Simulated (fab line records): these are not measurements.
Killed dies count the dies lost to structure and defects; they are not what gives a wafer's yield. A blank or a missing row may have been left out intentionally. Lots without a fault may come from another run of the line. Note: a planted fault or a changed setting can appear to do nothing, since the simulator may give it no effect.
Matching of chambers -- flow n5 finfet -- N5_BEOL_M8_ETCH_61 on rie diel-02: 4 sister chambers
The step etches SiARC in CF4, target depth 45.5 nm, time 75.8 s. 8 wafers are shown with their chamber, then 9 later ones without.

## WAFERS PAIRED WITH THEIR CHAMBERS
wafer,chamber,drypump motor current A (A),showerhead plenum p Torr (Torr)
L075.4,2,5.9,2.20
L082.5,2,5.9,2.20
L084.2,1,6.0,2.12
L084.3,3,5.5,2.18
L084.5,0,6.3,2.07
L087.2,3,5.5,2.17
L087.3,0,6.3,2.06
L087.5,1,6.1,2.12

## WAFERS MISSING THEIR CHAMBER
wafer,drypump motor current A (A),showerhead plenum p Torr (Torr)
L092.1,6.0,2.12
L092.2,6.3,2.06
L092.4,5.5,2.17
L094.1,6.4,2.06
L094.3,6.1,2.12
L094.4,5.5,2.17
L093.1,5.5,2.17
L093.3,6.0,2.12
L093.5,6.4,2.06

## CHAMBER TAKEN BY EACH
wafer,from the rows above,in truth
L092.1,1,1
L092.2,0,0
L092.4,3,3
L094.1,0,0
L094.3,1,1
L094.4,3,3
L093.1,3,3
L093.3,1,1
L093.5,0,0
Placed correctly: 9 of 9. Number that these rows cannot place: 0. Placed wrongly: 0.
How it was worked out, from the rows above alone: a wafer's distance from a chamber is the root of the sum, over the readings, of the square of ((its reading less the chamber's mean) divided by the reading's scatter). If the next closest chamber is less than 2 further off than the closest, the wafer can't be placed; otherwise it belongs to the closest. Each chamber's mean is taken over the wafers shown for it. How the scatter is found: for the shown wafers, subtract from each reading the mean of its chamber, square and add these, divide the total by (wafers less chambers), then take the root.
